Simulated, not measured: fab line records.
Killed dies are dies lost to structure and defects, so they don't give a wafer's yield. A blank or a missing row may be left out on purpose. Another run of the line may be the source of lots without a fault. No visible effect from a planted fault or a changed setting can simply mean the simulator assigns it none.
Matching of chambers | flow n5-finfet | uv-cure-01 running N5_BEOL_M10_CURE_72: 3 sister chambers
The step cures SiCOH lowk, time 120 s. 36 wafers are shown with their chamber, then 12 later ones without.

== WAFERS, EACH WITH ITS CHAMBER ==
wafer  | chamber | wafer_temp_C_max | lamp-power-pct (%)
L074.1 | 1       | 371.6            | 52.32
L074.2 | 1       | 371.3            | 52.37
L074.6 | 1       | 371.8            | 52.34
L074.3 | 1       | 371.4            | 52.33
L074.4 | 1       | 371.3            | 52.23
L074.5 | 1       | 371.5            | 52.32
L077.2 | 2       | 372.1            | 52.34
L077.3 | 2       | 371.7            | 52.34
L077.6 | 2       | 371.2            | 52.41
L080.1 | 1       | 371.3            | 52.29
L080.2 | 1       | 370.9            | 52.39
L080.6 | 1       | 371.3            | 52.37
L081.1 | 0       | 372.6            | 52.24
L081.2 | 0       | 372.1            | 52.18
L081.6 | 0       | 372.2            | 52.30
L081.3 | 0       | 373.0            | 52.39
L081.4 | 0       | 373.8            | 52.31
L081.5 | 0       | 372.3            | 52.38
L082.1 | 0       | 372.6            | 52.34
L082.3 | 0       | 372.2            | 52.27
L082.4 | 0       | 371.8            | 52.22
L082.2 | 0       | 372.4            | 52.33
L082.5 | 0       | 372.1            | 52.27
L082.6 | 0       | 372.5            | 52.31
L084.1 | 0       | 373.3            | 52.34
L084.3 | 0       | 373.0            | 52.39
L084.6 | 0       | 372.7            | 52.14
L084.2 | 0       | 372.1            | 52.31
L084.4 | 0       | 372.6            | 52.34
L084.5 | 0       | 372.7            | 52.35
L088.1 | 0       | 373.1            | 52.28
L088.5 | 0       | 372.5            | 52.37
L088.6 | 0       | 373.2            | 52.30
L088.2 | 0       | 372.9            | 52.37
L088.3 | 0       | 372.7            | 52.28
L088.4 | 0       | 372.4            | 52.24

SIGNATURES, as means of the wafers listed above
reading          | chamber 0 | chamber 1 | chamber 2 | scatter within a chamber
wafer_temp_C_max | 372.617   | 371.378   | 371.667   | 0.418
lamp-power-pct   | 52.3021   | 52.3289   | 52.3633   | 0.06
Rule: a wafer's distance from a chamber is the root of the sum, over the readings, of the square of ((its reading less the chamber's mean) divided by the reading's scatter). If the next closest chamber is less than 2 further off than the closest, the wafer can't be placed; otherwise it belongs to the closest. How the scatter is found: for the shown wafers, subtract from each reading the mean of its chamber, square and add these, divide the total by (wafers less chambers), then take the root.

== WAFERS MISSING THEIR CHAMBER ==
wafer  | wafer_temp_C_max | lamp-power-pct (%)
L091.1 | 371.7            | 52.42
L091.2 | 371.4            | 52.26
L091.4 | 371.3            | 52.25
L090.2 | 370.6            | 52.31
L090.5 | 371.6            | 52.28
L090.6 | 371.1            | 52.37
L097.1 | 371.6            | 52.28
L097.3 | 371.4            | 52.17
L097.4 | 371.4            | 52.30
L097.2 | 371.7            | 52.41
L097.5 | 371.6            | 52.30
L097.6 | 371.4            | 52.19

== EACH ONE'S CHAMBER ==
wafer  | from the rows above          | in truth
L091.1 | can't be placed: 2 or 1 or 0 | 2
L091.2 | can't be placed: 1 or 2 or 0 | 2
L091.4 | can't be placed: 1 or 2 or 0 | 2
L090.2 | can't be placed: 1 or 2      | 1
L090.5 | can't be placed: 1 or 2 or 0 | 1
L090.6 | can't be placed: 1 or 2      | 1
L097.1 | can't be placed: 1 or 2 or 0 | 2
L097.3 | can't be placed: 1 or 2 or 0 | 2
L097.4 | can't be placed: 1 or 2      | 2
L097.2 | can't be placed: 2 or 1      | 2
L097.5 | can't be placed: 1 or 2 or 0 | 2
L097.6 | can't be placed: 1 or 2 or 0 | 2
Correctly placed: 0 of 12. These rows do not allow placing 12 (true chamber among the candidates in 12). Wrongly placed: 0.
